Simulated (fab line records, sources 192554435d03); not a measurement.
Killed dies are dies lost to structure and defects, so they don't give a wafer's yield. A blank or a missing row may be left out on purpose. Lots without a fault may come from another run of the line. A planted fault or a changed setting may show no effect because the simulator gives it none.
Chamber matching | flow n5_finfet | N5_SD_EPI_N_ETCH_35 on rie_diel-06: 4 sister chambers
The step etches SOC in N2/H2, overetch 108 nm, time 486 s. 4 wafers are shown with their chamber, then 8 later ones without.

WAFERS WITH THEIR CHAMBER
wafer  | chamber | showerhead_plenum_p_Torr (Torr)
L082.3 | 3       | 2.66
L082.6 | 1       | 2.61
L084.1 | 2       | 2.57
L088.1 | 0       | 2.46

WAFERS WITHOUT THEIR CHAMBER
wafer  | showerhead_plenum_p_Torr (Torr)
L088.2 | 2.57
L088.3 | 2.65
L088.4 | 2.60
L088.5 | 2.57
L088.6 | 2.65
L092.2 | 2.46
L092.4 | 2.57
L092.5 | 2.65

WHICH CHAMBER EACH WENT THROUGH
wafer  | from the rows above | in truth
L088.2 | 2                   | 2
L088.3 | 3                   | 3
L088.4 | 1                   | 1
L088.5 | 2                   | 2
L088.6 | 3                   | 3
L092.2 | 0                   | 0
L092.4 | 2                   | 2
L092.5 | 3                   | 3
Placed correctly: 8 of 8. Can't be placed from these rows: 0. Placed wrongly: 0.
How it was worked out, from the rows above alone: a wafer's distance from a chamber is the root of the sum, over the readings, of the square of ((its reading less the chamber's mean) divided by the reading's scatter). The wafer belongs to the nearest chamber; if the next one is less than 2 further off, it can't be placed. A chamber's mean is the mean of its shown wafers. The scatter: with one shown wafer a chamber, the root of the mean of the squares of how far each hidden wafer lies from its nearest shown one.
